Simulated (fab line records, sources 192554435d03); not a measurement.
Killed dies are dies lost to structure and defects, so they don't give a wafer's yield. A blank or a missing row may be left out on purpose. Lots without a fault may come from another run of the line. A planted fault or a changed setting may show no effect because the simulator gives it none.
Split-lot experiment | flow n5_finfet | 7 lots, 39 wafers read, on a route of 1938 steps

THE SPLIT
At N5_BEOL_M9_ILD_DEP_00 (deposits SiCOH lowk from DEMS/porogen, target thk 308.51 nm, time 58 s), the setting time_s was moved away from the recipe's 58 s on 15 of the 39 wafers read, by -34.8% to +58.6%. The other wafers ran this setting at the recipe's value.

FROM THE SPLIT TO THE READING: what the file shows between them, 1 step
- N5_BEOL_M9_CURE_71: cures SiCOH lowk, time 240 s

THE READING
M9_ILD_THK, in nm, at N5_BEOL_M9_THK_MEAS_01. Fault-free wafers of this fab line usually give 268 nm, standard deviation 4.4 nm.

wafer  | tool, chamber at the split | time_s as run, s | against the recipe | M9_ILD_THK, nm | against lot-mates on the recipe
L074.1 | pecvd-03, 1                | 58               | recipe             | 268            | -
L074.2 | pecvd-03, 0                | 77.74            | +34.0%             | 354            | +85
L074.3 | pecvd-03, 2                | 77.74            | +34.0%             | 364            | +95
L074.4 | pecvd-03, 0                | 58               | recipe             | 269            | -
L074.5 | pecvd-03, 2                | 77.74            | +34.0%             | 367            | +98
L074.6 | pecvd-03, 1                | 58               | recipe             | 270            | -
L080.1 | pecvd-01, 1                | 58               | recipe             | 269            | -
L080.3 | pecvd-01, 0                | 58               | recipe             | 263            | -
L080.5 | pecvd-01, 2                | 58               | recipe             | 275            | -
L082.1 | pecvd-01, 0                | 92.01            | +58.6%             | 419            | +153
L082.2 | pecvd-01, 2,1              | 58               | recipe             | 267            | -
L082.3 | pecvd-01, 2,1              | 58               | recipe             | 267            | -
L082.4 | pecvd-01, 0                | 58               | recipe             | 265            | -
L082.5 | pecvd-01, 2                | 92.01            | +58.6%             | 434            | +168
L082.6 | pecvd-01, 1                | 92.01            | +58.6%             | 433            | +167
L081.1 | pecvd-04, 2                | 58               | recipe             | 263            | -
L081.2 | pecvd-04, 1                | 37.82            | -34.8%             | 168            | -98
L081.3 | pecvd-04, 0                | 37.82            | -34.8%             | 172            | -94
L081.4 | pecvd-04, 2                | 58               | recipe             | 269            | -
L081.5 | pecvd-04, 1                | 58               | recipe             | 266            | -
L081.6 | pecvd-04, 0                | 37.82            | -34.8%             | 177            | -89
L083.1 | pecvd-03, 1                | 58               | recipe             | 264            | -
L083.2 | pecvd-03, 0                | 68.27            | +17.7%             | 306            | +37
L083.3 | pecvd-03, 2                | 68.27            | +17.7%             | 312            | +43
L083.4 | pecvd-03, 1                | 58               | recipe             | 270            | -
L083.5 | pecvd-03, 0                | 68.27            | +17.7%             | 312            | +43
L083.6 | pecvd-03, 2                | 58               | recipe             | 273            | -
L090.1 | pecvd-04, 0                | 58               | recipe             | 272            | -
L090.2 | pecvd-04, 1                | 43.39            | -25.2%             | 203            | -69
L090.3 | pecvd-04, 2                | 58               | recipe             | 273            | -
L090.4 | pecvd-04, 0                | 43.39            | -25.2%             | 210            | -62
L090.5 | pecvd-04, 1                | 58               | recipe             | 271            | -
L090.6 | pecvd-04, 2                | 43.39            | -25.2%             | 207            | -65
L096.1 | pecvd-03, 2                | 58               | recipe             | 263            | -
L096.2 | pecvd-03, 0,1              | 58               | recipe             | 265            | -
L096.3 | pecvd-03, 0,1              | 58               | recipe             | 265            | -
L096.4 | pecvd-03, 2                | 58               | recipe             | 266            | -
L096.5 | pecvd-03, 0                | 58               | recipe             | 269            | -
L096.6 | pecvd-03, 1                | 58               | recipe             | 273            | -
Where a row lists several chambers, the file gives one row for several wafers and doesn't say which wafer went through which chamber.

THE FIT
A straight line over all 39 wafers: M9_ILD_THK changes by +2.7 nm for each +1% of time_s; r = +1.00; the points scatter about the line by 4.9 nm.
The same after taking each lot's own level away (the mean of its wafers on the recipe; 39 wafers): +2.71 nm for each +1%; r = +1.00; scatter 4.5 nm.
On that fit, the largest move of time_s shifts the reading by 1.6e+02 nm.
The lots' own levels span 266.0 to 272.0 nm, that is 1.4 times the standard deviation above.
So the lot-to-lot level changes the slope little: the two slopes agree.
Check: with one of the wafers moved furthest among these (+58.6%) left out of the fit, the line predicts +160 nm for it against its lot-mates. It came out at +153 nm against them.

THE WHOLE CHAIN: every reading that the file lists as answering this split, in the file's order
step                   | what it does                                                           | reading                                                                                  | change (the file's fit)              | r (the file's)
N5_BEOL_M9_ILD_DEP_00  | deposits SiCOH lowk from DEMS/porogen, target thk 308.51 nm, time 58 s | SiCOH_lowk_of_BEOL_M9_ILD_DEP_00.thk_nm (the simulator's own value, which no gauge read) | +3.05 nm for each +1% of the setting | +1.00
N5_BEOL_M9_CURE_71     | cures SiCOH lowk, time 240 s                                           | SiCOH_lowk_of_BEOL_M9_ILD_DEP_00.thk_nm (the simulator's own value, which no gauge read) | +2.71 nm for each +1% of the setting | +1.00
N5_BEOL_M9_THK_MEAS_01 |                                                                        | M9_ILD_THK                                                                               | +2.7 for each +1% of the setting     | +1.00

THE FILE'S OWN FIT
M9_ILD_THK changes by +2.7 nm for each +1% of time_s, r = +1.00.
